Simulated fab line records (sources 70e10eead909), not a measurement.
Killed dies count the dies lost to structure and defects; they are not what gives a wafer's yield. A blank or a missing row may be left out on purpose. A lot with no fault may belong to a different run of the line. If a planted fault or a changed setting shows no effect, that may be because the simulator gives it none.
Matching of chambers + flow nandHarc + NHARC_A_CHANNEL_FILL_D1_ETCHBACK_20 on rieDiel-08 has 4 sister chambers
The step etches the open film in C4F8/O2/Ar, target depth 27 nm, time 13.5 s. 4 wafers are shown with their chamber, then 8 later ones without.

## WAFERS WITH THEIR CHAMBER
| wafer  | chamber | rfVppV (V) |
|--------|---------|------------|
| L085.6 | 1       | 986        |
| L089.2 | 3       | 979        |
| L089.6 | 0       | 976        |
| L089.1 | 2       | 969        |

## WAFERS WITHOUT THEIR CHAMBER
| wafer  | rfVppV (V) |
|--------|------------|
| L089.3 | 985        |
| L089.5 | 984        |
| L094.1 | 977        |
| L094.2 | 985        |
| L094.3 | 969        |
| L095.3 | 969        |
| L095.4 | 986        |
| L095.5 | 978        |

## EACH ONE'S CHAMBER
| wafer  | from the rows above     | in truth |
|--------|-------------------------|----------|
| L089.3 | 1                       | 1        |
| L089.5 | 1                       | 1        |
| L094.1 | can't be placed: 0 or 3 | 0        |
| L094.2 | 1                       | 1        |
| L094.3 | 2                       | 2        |
| L095.3 | 2                       | 2        |
| L095.4 | 1                       | 1        |
| L095.5 | can't be placed: 3 or 0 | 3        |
Correctly placed: 6 of 8. Can't be placed from these rows: 2 (the true chamber is among the candidates in 2). Placed wrongly: 0.
How it was worked out, from the rows above alone: a wafer's distance from a chamber is the root of the sum, over the readings, of the square of ((its reading less the chamber's mean) divided by the reading's scatter). The wafer belongs to the nearest chamber; if the next one is less than 2 further off, it can't be placed. For every chamber, the mean is computed from those of its wafers that are shown. The scatter: with one shown wafer a chamber, the root of the mean of the squares of how far each hidden wafer lies from its nearest shown one.
